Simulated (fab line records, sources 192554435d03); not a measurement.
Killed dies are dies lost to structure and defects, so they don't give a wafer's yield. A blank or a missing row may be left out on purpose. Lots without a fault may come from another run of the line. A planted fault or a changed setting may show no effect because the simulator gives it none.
fab line records | flow n5_finfet
record lots=24 wafers=72 last_day=18
route steps=1938 shown HKMG_FIN@388 GATE_CUT@502
lots that met no fault: from a run of the same line without faults
start_h: hours from the record's first day to the start of the lot's first wafer shown | wait_h: hours since the lot's step before | " the same as in the row above | L1.1+2: a row that stands for several wafers | - no value, or no start given | * or withheld: withheld | < > ~ a bound
route shown NAME@n: a module of which the file shows steps, and the number in the route of the first | usual: mean/standard deviation of fault-free wafers | same: alike in all rows | chamber/n: place in a boat | sites: the reading at each site | _std_site: their standard deviation | _edge_site: outer sites' mean less inner sites' | radius_mm: how far each site lies from the wafer's centre | mask NAME#n: copy n | behind: the tool/chamber that last shaped the wafer | hold: why the lot was held/for how many hours/how that ended | device: the transistor (n, p or np) that didn't switch | end of line: the same wafers' tests at the end of the route | a step without rows: its recipe alone | killed: dies lost to structure and defects at the first sort, not the wafer's yield | map: a wafer's dies, x killed, . not, _ none there
set.NAME: the setting as run; set.NAME@STEP: as run at that earlier step | model.NAME: the simulator's own value behind a step, which no gauge read
steps of the route over a sample of lots; a table a step, a row a wafer
services: from which hour (start_h, from the record's first day; less than 0 if before it) a tool's chamber was out of use, for how many hours, and why
## steps
# step N5_HKMG_FIN_ALD_74
# recipe material=La2O3 target_thk_a=5 temp_c=250 ald_precursor_family=La-Cp ald_co_reactant=O3 pulse_time_s=6 co_reactant_pulse_time_s=1 purge_time_s=3 co_reactant_purge_time_s=3
# usual heater_power_w=356/42 precursor_pulse_height_rel=0.996/0.022
# columns lot.wafer tool chamber start_h wait_h heater_power_w precursor_pulse_height_rel since_wet_clean_h
L074.2 ald_hk-03 0 73.24 0.2 324 0.992 43
L074.5 " 2 " " 409 1.000 -
L074.6 " 3 " " 306 0.937 -
L075.1 ald_hk-02 2 80.01 0.2 281 0.972 1856
L075.2 " 3 " " 355 1.000 1856
L075.6 " 2 " " 277 0.998 -
L076.3 ald_hk-02 0 83.11 0.1 384 1.018 1859
L076.5 " 3 " " 355 0.990 -
L076.6 " 2 " " 290 1.012 -
L077.1 ald_hk-03 1 88.12 0.2 342 1.020 58
L077.3 " 0 " " 316 0.970 58
L077.6 " 0 " " 313 0.981 -
L078.1 ald_hk-02 2 94.55 0.2 282 0.993 1871
L078.2 " 3 " " 343 1.026 1871
L078.6 " 0 " " 374 0.957 -
L079.1 ald_hk-03 0 103.07 0.2 311 0.980 73
L079.4 " 2 " " 408 1.002 73
L079.5 " 3 " " 298 0.990 -
L080.3 ald_hk-01 3 108.40 0.2 361 0.993 988
L080.4 " 2 " " 417 1.014 988
L080.5 " 1 " " 366 0.987 -
L081.1 ald_hk-03 2 114.41 0.3 403 0.969 84
L081.2 " 1 " " 343 0.976 84
L081.5 " 3 " " 308 1.003 -
L082.2 ald_hk-03 2 124.49 0.3 399 0.965 95
L082.5 " 3 " " 314 1.032 -
L082.6 " 0 " " 321 1.007 -
L083.2 ald_hk-02 2 127.01 0.3 282 1.002 1903
L083.4 " 1 " " 419 1.005 1903
L083.6 " 0 " " 377 0.996 -
L084.1 ald_hk-01 1 133.33 0.2 372 0.956 1013
L084.3 " 0 " " 375 1.025 1013
L084.5 " 2 " " 415 0.942 -
L086.3 ald_hk-02 0 144.12 0.1 383 0.997 1920
L086.5 " 1 " " 409 0.965 -
L086.6 " 0 " " 380 0.979 -
L085.3 ald_hk-03 1 148.46 0.1 334 1.020 118
L085.4 " 2 " " 418 1.002 118
L085.5 " 0 " " 314 1.006 -
L087.2 ald_hk-02 1 151.11 0.2 416 0.979 1927
L087.4 " 0 " " 378 0.979 1927
L087.5 " 3 " " 342 1.000 -
L088.2 ald_hk-02 1 155.76 0.2 413 1.008 1932
L088.3 " 3 " " 353 1.031 1932
L088.6 " 3 " " 351 1.039 -
L089.1 ald_hk-03 3 163.22 0.2 313 1.009 133
L089.3 " 2 " " 417 1.001 133
L089.4 " 0 " " 313 0.956 133
L090.1 ald_hk-01 2 166.08 0.2 418 1.012 1046
L090.2 " 3 " " 346 1.010 1046
L090.3 " 1 " " 375 0.985 1046
L091.2 ald_hk-01 0 172.57 0.2 374 1.026 1053
L091.4 " 3 " " 372 0.996 1053
L091.6 " 1 " " 373 0.945 -
L092.2 ald_hk-03 3 178.29 0.2 307 1.009 148
L092.4 " 2 " " 419 1.010 148
L092.5 " 1 " " 338 1.000 -
L093.2 ald_hk-01 2 185.09 0.2 421 1.010 1065
L093.3 " 1 " " 367 0.978 1065
L093.4 " 3 " " 367 1.010 1065
L094.3 ald_hk-02 1 191.78 0.1 405 0.982 1968
L094.4 " 3 " " 342 1.037 1968
L094.6 " 3 " " 352 0.985 -
L095.4 ald_hk-03 0 197.78 0.1 317 0.984 168
L095.5 " 0 " " 315 1.003 -
L095.6 " 3 " " 310 1.005 -
L096.2 ald_hk-03 2 203.17 0.2 412 1.011 173
L096.3 " 1 " " 344 1.024 173
L096.5 " 2 " " 419 0.980 -
L097.1 ald_hk-01 0 209.85 0.2 366 0.994 1090
L097.4 " 2 " " 420 0.984 1090
L097.5 " 1 " " 377 1.017 -
# step N5_HKMG_FIN_INSPECT_61
# recipe mode=adi inspect_instrument=macro
# usual raw_defect_count=2.0/1.3
# columns lot.wafer tool chamber start_h wait_h raw_defect_count
L074.2 defect_inspect-02 - 73.84 0.0 1
L074.5 " - " " 1
L074.6 " - " " 1
L075.1 defect_inspect-02 - 80.61 0.0 1
L075.2 " - " " 3
L075.6 " - " " 0
L076.3 defect_inspect-02 - 83.71 0.0 3
L076.5 " - " " 2
L076.6 " - " " 1
L077.1 defect_inspect-02 - 88.72 0.0 1
L077.3 " - " " 2
L077.6 " - " " 2
L078.1 defect_inspect-02 - 95.15 0.0 1
L078.2 " - " " 1
L078.6 " - " " 4
L079.1 defect_inspect-01 - 103.67 0.0 1
L079.4 " - " " 0
L079.5 " - " " 2
L080.3 defect_inspect-01 - 109.00 0.0 3
L080.4 " - " " 2
L080.5 " - " " 3
L081.1 defect_inspect-01 - 115.01 0.0 1
L081.2 " - " " 2
L081.5 " - " " 1
L082.2 defect_inspect-01 - 125.09 0.0 5
L082.5 " - " " 2
L082.6 " - " " 3
L083.2 defect_inspect-02 - 127.60 0.0 0
L083.4 " - " " 2
L083.6 " - " " 2
L084.1 defect_inspect-02 - 134.07 0.0 3
L084.3 " - " " 3
L084.5 " - " " 2
L086.3 defect_inspect-02 - 144.72 0.0 1
L086.5 " - " " 2
L086.6 " - " " 2
L085.3 defect_inspect-01 - 149.08 0.0 2
L085.4 " - " " 1
L085.5 " - " " 1
L087.2 defect_inspect-01 - 151.71 0.0 3
L087.4 " - " " 6
L087.5 " - " " 4
L088.2 defect_inspect-01 - 156.24 0.0 0
L088.3 " - " " 2
L088.6 " - " " 2
L089.1 defect_inspect-02 - 163.97 0.0 0
L089.3 " - " " 3
L089.4 " - " " 3
L090.1 defect_inspect-01 - 166.68 0.0 1
L090.2 " - " " 2
L090.3 " - " " 1
L091.2 defect_inspect-01 - 173.17 0.0 1
L091.4 " - " " 1
L091.6 " - " " 3
L092.2 defect_inspect-01 - 178.77 0.0 3
L092.4 " - " " 4
L092.5 " - " " 3
L093.2 defect_inspect-02 - 185.69 0.0 1
L093.3 " - " " 1
L093.4 " - " " 1
L094.3 defect_inspect-01 - 192.38 0.0 2
L094.4 " - " " 1
L094.6 " - " " 4
L095.4 defect_inspect-01 - 198.25 0.0 2
L095.5 " - " " 1
L095.6 " - " " 1
L096.2 defect_inspect-02 - 203.77 0.0 3
L096.3 " - " " 1
L096.5 " - " " 3
L097.1 defect_inspect-01 - 212.33 0.0 0
L097.4 " - " " 2
L097.5 " - " " 1
# step N5_HKMG_FIN_OVL_MEAS_13
# recipe points_per_wafer=44
# usual NWFM_OVL=0.0/0.67
# columns lot.wafer tool chamber start_h wait_h NWFM_OVL[nm]
L074.2 overlay-02 0 78.25 0.0 -1.0
L074.5 " 0 " " -0.4
L074.6 " 0 " " 0.1
L075.1 overlay-02 0 84.08 0.0 0.6
L075.2 " 0 " " 0.7
L075.6 " 0 " " 0.8
L076.3 overlay-02 0 87.24 0.0 0.0
L076.5 " 0 " " -0.3
L076.6 " 0 " " -0.6
L077.1 overlay-02 0 91.94 0.0 -0.5
L077.3 " 0 " " -0.2
L077.6 " 0 " " -0.9
L078.1 overlay-02 0 98.37 0.0 1.0
L078.2 " 0 " " 0.6
L078.6 " 0 " " 0.3
L079.1 overlay-02 0 107.36 0.0 1.0
L079.4 " 0 " " 0.4
L079.5 " 0 " " 0.0
L080.3 overlay-02 0 112.52 0.0 -0.5
L080.4 " 0 " " -0.6
L080.5 " 0 " " -1.5
L081.1 overlay-02 0 118.65 0.0 -0.8
L081.2 " 0 " " -0.3
L081.5 " 0 " " 0.1
L082.2 overlay-02 0 128.43 0.0 0.1
L082.5 " 0 " " -0.2
L082.6 " 0 " " -0.1
L083.2 overlay-01 0 131.30 0.0 0.5
L083.4 " 0 " " 0.1
L083.6 " 0 " " -0.1
L084.1 overlay-02 0 137.42 0.0 0.6
L084.3 " 0 " " 0.2
L084.5 " 0 " " 0.0
L086.3 overlay-01 0 148.20 0.0 0.1
L086.5 " 0 " " 0.0
L086.6 " 0 " " 0.1
L085.3 overlay-02 0 152.52 0.0 -0.2
L085.4 " 0 " " 0.2
L085.5 " 0 " " -0.1
L087.2 overlay-01 0 155.07 0.0 1.3
L087.4 " 0 " " 0.8
L087.5 " 0 " " -1.0
L088.2 overlay-01 0 159.45 0.0 -0.4
L088.3 " 0 " " -0.5
L088.6 " 0 " " -0.4
L089.1 overlay-02 0 167.20 0.0 1.0
L089.3 " 0 " " 1.5
L089.4 " 0 " " 0.0
L090.1 overlay-01 0 170.36 0.0 -0.5
L090.2 " 0 " " -0.1
L090.3 " 0 " " -0.1
L091.2 overlay-02 0 176.52 0.0 -0.3
L091.4 " 0 " " -0.5
L091.6 " 0 " " -0.2
L092.2 overlay-02 0 182.13 0.0 0.1
L092.4 " 0 " " -0.4
L092.5 " 0 " " -0.7
L093.2 overlay-01 0 189.10 0.0 -0.1
L093.3 " 0 " " -0.3
L093.4 " 0 " " 0.9
L094.3 overlay-01 0 195.67 0.0 0.3
L094.4 " 0 " " 1.2
L094.6 " 0 " " 1.6
L095.4 overlay-02 0 201.88 0.0 0.9
L095.5 " 0 " " 1.4
L095.6 " 0 " " -0.2
L096.2 overlay-02 0 207.36 0.0 -0.2
L096.3 " 0 " " -0.6
L096.5 " 0 " " 0.0
L097.1 overlay-02 0 217.24 0.0 0.6
L097.4 " 0 " " -0.5
L097.5 " 0 " " 0.9
# step N5_HKMG_FIN_ALD_71
# recipe material=TiN target_thk_a=10 temp_c=400 ald_precursor_family=TiCl4 ald_co_reactant=NH3 pulse_time_s=1 purge_time_s=3 co_reactant_purge_time_s=2 co_reactant_pulse_time_s=2 ald_cycles=47 pressure_torr=3
# usual heater_power_w=868/100 precursor_pulse_height_rel=1.000/0.019
# columns lot.wafer tool chamber start_h wait_h heater_power_w precursor_pulse_height_rel since_wet_clean_h
L074.2 ald_metal-03 0 80.36 0.0 1040 1.002 5897
L074.5 " 3 " " 840 1.005 -
L074.6 " 2 " " 930 1.025 -
L075.1 ald_metal-03 0 86.74 0.0 1022 0.984 5904
L075.2 " 3 " " 833 1.030 5904
L075.6 " 3 " " 846 1.009 -
L076.3 ald_metal-03 3 89.36 0.0 827 0.999 5906
L076.5 " 1 " " 759 0.989 -
L076.6 " 2 " " 917 0.976 -
L077.1 ald_metal-03 0 94.05 0.0 1039 0.985 5911
L077.3 " 2 " " 928 0.989 5911
L077.6 " 1 " " 751 0.990 -
L078.1 ald_metal-04 0 100.55 0.0 931 1.008 4379
L078.2 " 1 " " 799 0.994 4379
L078.6 " 2 " " 854 0.983 -
L079.1 ald_metal-01 3 109.48 0.0 993 1.022 2849
L079.4 " 2 " " 655 0.966 2849
L079.5 " 3 " " 1008 0.979 -
L080.3 ald_metal-03 2 114.69 0.0 897 1.018 5931
L080.4 " 3 " " 862 0.979 5931
L080.5 " 2 " " 915 1.023 -
L081.1 ald_metal-03 0 120.76 0.0 1056 1.006 5938
L081.2 " 3 " " 830 1.031 5938
L081.5 " 2 " " 913 1.010 -
L082.2 ald_metal-04 1 131.01 0.0 828 1.004 4409
L082.5 " 1 " " 812 1.022 -
L082.6 " 0 " " 905 1.003 -
L083.2 ald_metal-04 0 133.60 0.0 933 0.988 4412
L083.4 " 1 " " 849 0.998 4412
L083.6 " 2 " " 857 0.983 -
L084.1 ald_metal-01 0 139.54 0.0 720 1.026 2879
L084.3 " 1 " " 906 0.997 2879
L084.5 " 1 " " 887 0.991 -
L086.3 ald_metal-03 0 150.63 0.0 1026 0.961 5967
L086.5 " 1 " " 752 1.035 -
L086.6 " 0 " " 1009 1.030 -
L085.3 ald_metal-01 0 154.89 0.0 706 0.980 2895
L085.4 " 1 " " 876 0.993 2895
L085.5 " 0 " " 718 1.014 -
L087.2 ald_metal-04 3 157.33 0.0 929 0.999 4436
L087.4 " 2 " " 846 1.020 4436
L087.5 " 2 " " 866 0.991 -
L088.2 ald_metal-01 2 161.80 0.0 643 1.034 2902
L088.3 " 0 " " 692 0.971 2902
L088.6 " 1 " " 889 1.011 -
L089.1 ald_metal-03 3 169.31 0.0 848 0.997 5986
L089.3 " 0 " " 1030 0.990 5986
L089.4 " 1 " " 772 1.015 5986
L090.1 ald_metal-01 2 172.77 0.0 641 1.016 2913
L090.2 " 3 " " 1026 1.024 2913
L090.3 " 1 " " 912 0.991 2913
L091.2 ald_metal-03 0 178.95 0.0 1061 0.991 5996
L091.4 " 2 " " 912 1.009 5996
L091.6 " 3 " " 842 0.989 -
L092.2 ald_metal-04 1 184.70 0.0 810 1.026 4463
L092.4 " 2 " " 851 0.997 4463
L092.5 " 3 " " 904 1.008 -
L093.2 ald_metal-03 2 191.24 0.0 908 0.994 6008
L093.3 " 3 " " 829 1.010 6008
L093.4 " 1 " " 742 1.000 6008
L094.3 ald_metal-04 1 197.82 0.0 824 1.026 4476
L094.4 " 0 " " 937 1.008 4476
L094.6 " 3 " " 943 1.011 -
L095.4 ald_metal-03 0 203.99 0.0 1019 1.016 6021
L095.5 " 2 " " 925 0.981 -
L095.6 " 3 " " 837 1.005 -
L096.2 ald_metal-04 2 209.48 0.0 823 1.000 4488
L096.3 " 0 " " 931 0.957 4488
L096.5 " 1 " " 802 1.036 -
L097.1 ald_metal-03 0 219.60 0.0 1040 1.012 6036
L097.4 " 1 " " 750 0.982 6036
L097.5 " 0 " " 1040 0.976 -
# step N5_GATE_CUT_CUT_ETCH_55
# recipe chemistry=BCl3 target=HfO2 mask_material=SiO2 target_depth_a=32 ion_energy_ev=30 pressure_mtorr=5 icp_w=450 bias_w=18 bcl3_flow_sccm=80
# usual drypump_motor_current_A=6.0/0.38 oes_product_au=0.73/0.098 throttle_valve_pct=32.9/0.52
# columns lot.wafer tool chamber start_h wait_h drypump_motor_current_A oes_product_au rf_hours_counter_h throttle_valve_pct
L074.2 rie_metal-03 0 87.35 0.1 5.3 0.66 100 32.3
L074.5 " 0 " " 5.3 0.66 - 32.3
L074.6 " 1 " " 6.4 0.76 - 33.5
L075.1 rie_metal-02 1 94.16 0.0 5.9 0.88 9 32.5
L075.2 " 0 " " 5.9 0.64 111 33.7
L075.6 " 0 " " 5.9 0.64 - 33.7
L076.3 rie_metal-01 1 96.76 0.0 6.3 0.87 - 32.5
L076.5 " 0 " " 6.3 0.68 - 33.1
L076.6 " 1 " " 6.3 0.88 - 32.5
L077.1 rie_metal-02 0 102.39 0.0 5.9 0.64 112 33.7
L077.3 " 1 " " 6.0 0.89 - 32.6
L077.6 " 0 " " 5.9 0.64 - 33.7
L078.1 rie_metal-01 1 107.32 0.0 6.3 0.86 13 32.5
L078.2 " 0 " " 6.2 0.68 89 33.1
L078.6 " 0 " " 6.2 0.68 - 33.1
L079.1 rie_metal-01 0 116.78 0.0 6.3 0.68 90 33.1
L079.4 " 0 " " 6.3 0.67 - 33.1
L079.5 " 1 " " 6.3 0.87 - 32.5
L080.3 rie_metal-01 0 122.13 0.0 6.3 0.68 - 33.1
L080.4 " 1 " " 6.3 0.86 - 32.5
L080.5 " 1 " " 6.3 0.86 - 32.5
L081.1 rie_metal-02 1 127.52 0.0 5.9 0.87 11 32.6
L081.2 " 0 " " 5.9 0.64 114 33.6
L081.5 " 1 " " 5.9 0.87 - 32.5
L082.2 rie_metal-01 0 138.17 0.0 6.2 0.67 93 33.1
L082.5 " 1 " " 6.3 0.86 - 32.5
L082.6 " 0 " " 6.3 0.67 - 33.1
L083.2 rie_metal-03 1 140.44 0.0 6.4 0.74 54 33.5
L083.4 " 1 " " 6.4 0.75 - 33.5
L083.6 " 0 " " 5.3 0.64 - 32.4
L084.1 rie_metal-03 0 146.41 0.0 5.3 0.64 106 32.3
L084.3 " 1 " " 6.4 0.74 - 33.5
L084.5 " 0 " " 5.3 0.64 - 32.3
L086.3 rie_metal-02 0 157.36 0.0 5.9 0.64 - 33.7
L086.5 " 0 " " 5.9 0.64 - 33.7
L086.6 " 1 " " 5.9 0.86 - 32.5
L085.3 rie_metal-02 0 161.66 0.0 5.9 0.64 - 33.7
L085.4 " 1 " " 5.9 0.86 - 32.6
L085.5 " 0 " " 5.9 0.65 - 33.7
L087.2 rie_metal-03 1 164.06 0.0 6.4 0.75 57 33.5
L087.4 " 1 " " 6.4 0.75 - 33.5
L087.5 " 1 " " 6.4 0.74 - 33.5
L088.2 rie_metal-02 0 168.46 0.0 5.9 0.64 117 33.7
L088.3 " 0 " " 5.9 0.63 - 33.7
L088.6 " 1 " " 5.9 0.85 - 32.5
L089.1 rie_metal-03 0 176.74 0.1 5.3 0.64 109 32.3
L089.3 " 0 " " 5.3 0.64 - 32.4
L089.4 " 0 " " 5.3 0.64 - 32.4
L090.1 rie_metal-03 1 179.56 0.0 6.4 0.74 58 33.5
L090.2 " 0 " " 5.3 0.63 109 32.3
L090.3 " 0 " " 5.3 0.63 - 32.3
L091.2 rie_metal-02 0 187.39 0.0 5.9 0.64 119 33.7
L091.4 " 1 " " 5.9 0.86 - 32.6
L091.6 " 0 " " 5.9 0.64 - 33.7
L092.2 rie_metal-01 1 191.59 0.0 6.3 0.84 21 32.5
L092.4 " 1 " " 6.3 0.84 - 32.5
L092.5 " 0 " " 6.2 0.67 - 33.1
L093.2 rie_metal-03 1 198.17 0.0 6.4 0.73 60 33.5
L093.3 " 1 " " 6.4 0.74 - 33.5
L093.4 " 0 " " 5.3 0.63 - 32.4
L094.3 rie_metal-02 0 204.51 0.0 5.9 0.63 - 33.7
L094.4 " 1 " " 6.0 0.84 - 32.5
L094.6 " 0 " " 5.9 0.63 - 33.7
L095.4 rie_metal-01 0 211.17 0.0 6.2 0.67 - 33.1
L095.5 " 1 " " 6.3 0.84 - 32.5
L095.6 " 0 " " 6.2 0.66 - 33.1
L096.2 rie_metal-03 1 216.27 0.0 6.4 0.73 61 33.5
L096.3 " 1 " " 6.4 0.73 - 33.5
L096.5 " 0 " " 5.3 0.64 - 32.3
L097.1 rie_metal-02 1 226.74 0.0 5.9 0.83 19 32.6
L097.4 " 0 " " 5.9 0.63 - 33.7
L097.5 " 0 " " 5.9 0.63 - 33.7
# step N5_GATE_CUT_ETCH_47
# recipe chemistry=Cl2/BCl3 target=SiO2 target_depth_a=100 pressure_mtorr=10 icp_w=1000 bias_w=126 Cl2_flow_sccm=53.25 bcl3_flow_sccm=21.75 Ar_flow_sccm=25
# usual drypump_motor_current_A=6.0/0.38 mfc_ar_sccm=25.00/0.07 oes_ar_750_au=0.73/0.088 oes_product_au=0.73/0.098 throttle_valve_pct=22.80/0.26
# columns lot.wafer tool chamber start_h wait_h drypump_motor_current_A mfc_ar_sccm oes_ar_750_au oes_product_au rf_hours_counter_h throttle_valve_pct
L074.2 rie_metal-03 0 87.39 0.0 5.3 24.97 0.67 0.65 100 22.56
L074.5 " 0 " " 5.3 24.96 0.67 0.65 - 22.56
L074.6 " 1 " " 6.4 25.05 0.73 0.77 - 23.04
L075.1 rie_metal-02 1 94.19 0.0 5.9 24.95 0.89 0.89 9 22.80
L075.2 " 0 " " 5.9 25.04 0.65 0.64 112 23.09
L075.6 " 0 " " 5.9 24.94 0.65 0.64 - 23.11
L076.3 rie_metal-01 1 96.79 0.0 6.3 25.02 0.84 0.87 - 22.33
L076.5 " 0 " " 6.3 24.92 0.69 0.68 - 22.85
L076.6 " 1 " " 6.3 25.06 0.84 0.87 - 22.33
L077.1 rie_metal-02 0 102.42 0.0 5.9 24.97 0.65 0.64 112 23.11
L077.3 " 1 " " 5.9 24.86 0.88 0.88 - 22.79
L077.6 " 0 " " 5.9 24.94 0.65 0.64 - 23.10
L078.1 rie_metal-01 1 107.35 0.0 6.3 24.90 0.83 0.87 13 22.33
L078.2 " 0 " " 6.3 24.97 0.69 0.68 89 22.86
L078.6 " 0 " " 6.3 25.01 0.69 0.68 - 22.86
L079.1 rie_metal-01 0 116.81 0.0 6.2 25.03 0.68 0.68 90 22.88
L079.4 " 0 " " 6.2 25.00 0.69 0.68 - 22.86
L079.5 " 1 " " 6.3 24.96 0.83 0.86 - 22.34
L080.3 rie_metal-01 0 122.16 0.0 6.3 25.06 0.69 0.67 - 22.87
L080.4 " 1 " " 6.3 24.94 0.83 0.87 - 22.35
L080.5 " 1 " " 6.3 25.00 0.83 0.86 - 22.35
L081.1 rie_metal-02 1 127.55 0.0 5.9 25.01 0.88 0.88 11 22.80
L081.2 " 0 " " 5.9 25.01 0.65 0.64 114 23.12
L081.5 " 1 " " 5.9 24.93 0.88 0.88 - 22.79
L082.2 rie_metal-01 0 138.20 0.0 6.3 24.87 0.68 0.68 93 22.89
L082.5 " 1 " " 6.3 24.97 0.81 0.86 - 22.36
L082.6 " 0 " " 6.2 24.88 0.69 0.68 - 22.89
L083.2 rie_metal-03 1 140.47 0.0 6.4 25.09 0.72 0.75 54 23.05
L083.4 " 1 " " 6.4 25.05 0.72 0.75 - 23.06
L083.6 " 0 " " 5.3 25.08 0.66 0.65 - 22.57
L084.1 rie_metal-03 0 146.44 0.0 5.3 24.97 0.66 0.63 106 22.57
L084.3 " 1 " " 6.4 25.08 0.73 0.75 - 23.05
L084.5 " 0 " " 5.3 24.98 0.66 0.64 - 22.56
L086.3 rie_metal-02 0 157.39 0.0 5.9 25.00 0.64 0.64 - 23.12
L086.5 " 0 " " 5.9 25.06 0.64 0.64 - 23.12
L086.6 " 1 " " 5.9 24.96 0.87 0.86 - 22.79
L085.3 rie_metal-02 0 161.69 0.0 5.9 24.94 0.64 0.64 - 23.09
L085.4 " 1 " " 6.0 24.86 0.87 0.86 - 22.81
L085.5 " 0 " " 5.9 24.91 0.63 0.64 - 23.11
L087.2 rie_metal-03 1 164.09 0.0 6.4 25.14 0.72 0.75 57 23.08
L087.4 " 1 " " 6.4 25.10 0.71 0.75 - 23.06
L087.5 " 1 " " 6.4 24.99 0.71 0.75 - 23.05
L088.2 rie_metal-02 0 168.49 0.0 5.9 24.91 0.64 0.64 117 23.11
L088.3 " 0 " " 5.9 25.06 0.64 0.62 - 23.11
L088.6 " 1 " " 5.9 25.00 0.87 0.86 - 22.79
L089.1 rie_metal-03 0 176.80 0.1 5.3 25.01 0.65 0.63 109 22.57
L089.3 " 0 " " 5.3 25.07 0.66 0.63 - 22.57
L089.4 " 0 " " 5.3 24.85 0.66 0.63 - 22.56
L090.1 rie_metal-03 1 179.59 0.0 6.4 25.00 0.71 0.74 58 23.08
L090.2 " 0 " " 5.3 24.97 0.65 0.64 109 22.57
L090.3 " 0 " " 5.3 25.10 0.66 0.64 - 22.57
L091.2 rie_metal-02 0 187.42 0.0 5.9 24.92 0.64 0.63 119 23.12
L091.4 " 1 " " 5.9 24.88 0.86 0.84 - 22.81
L091.6 " 0 " " 5.9 25.15 0.63 0.64 - 23.11
L092.2 rie_metal-01 1 191.62 0.0 6.3 25.06 0.80 0.84 21 22.35
L092.4 " 1 " " 6.3 25.04 0.80 0.86 - 22.37
L092.5 " 0 " " 6.2 25.01 0.68 0.67 - 22.89
L093.2 rie_metal-03 1 198.20 0.0 6.4 24.95 0.71 0.74 60 23.06
L093.3 " 1 " " 6.4 24.98 0.72 0.75 - 23.08
L093.4 " 0 " " 5.3 25.04 0.65 0.64 - 22.57
L094.3 rie_metal-02 0 204.54 0.0 5.9 25.01 0.63 0.63 - 23.13
L094.4 " 1 " " 5.9 24.99 0.85 0.84 - 22.83
L094.6 " 0 " " 5.9 25.01 0.63 0.63 - 23.12
L095.4 rie_metal-01 0 211.20 0.0 6.2 25.05 0.67 0.66 - 22.89
L095.5 " 1 " " 6.3 24.95 0.79 0.84 - 22.38
L095.6 " 0 " " 6.3 25.03 0.67 0.66 - 22.88
L096.2 rie_metal-03 1 216.30 0.0 6.4 25.05 0.70 0.73 61 23.09
L096.3 " 1 " " 6.4 25.02 0.70 0.74 - 23.06
L096.5 " 0 " " 5.3 24.97 0.65 0.63 - 22.57
L097.1 rie_metal-02 1 226.77 0.0 5.9 25.05 0.85 0.85 20 22.82
L097.4 " 0 " " 6.0 24.98 0.63 0.63 - 23.10
L097.5 " 0 " " 5.9 25.04 0.63 0.63 - 23.13
## services
# columns tool chamber start_h hours kind
rie_metal-03 - 54.45 0.1 repair
ald_hk-01 - 70.78 28.1 pm
ald_metal-01 1 74.10 8.1 repair
ald_metal-04 - 121.19 1.0 repair
ald_hk-03 - 126.65 8.7 pm
rie_metal-02 - 130.88 1.4 pm
rie_metal-02 - 140.17 10.0 pm
ald_hk-02 - 143.41 0.6 repair
ald_metal-03 2 193.46 5.1 repair
ald_hk-03 - 195.74 0.9 repair
rie_metal-03 1 198.33 4.6 repair
ald_metal-03 - 214.41 0.8 repair
rie_metal-03 0 219.50 2.8 repair
## key
fault none
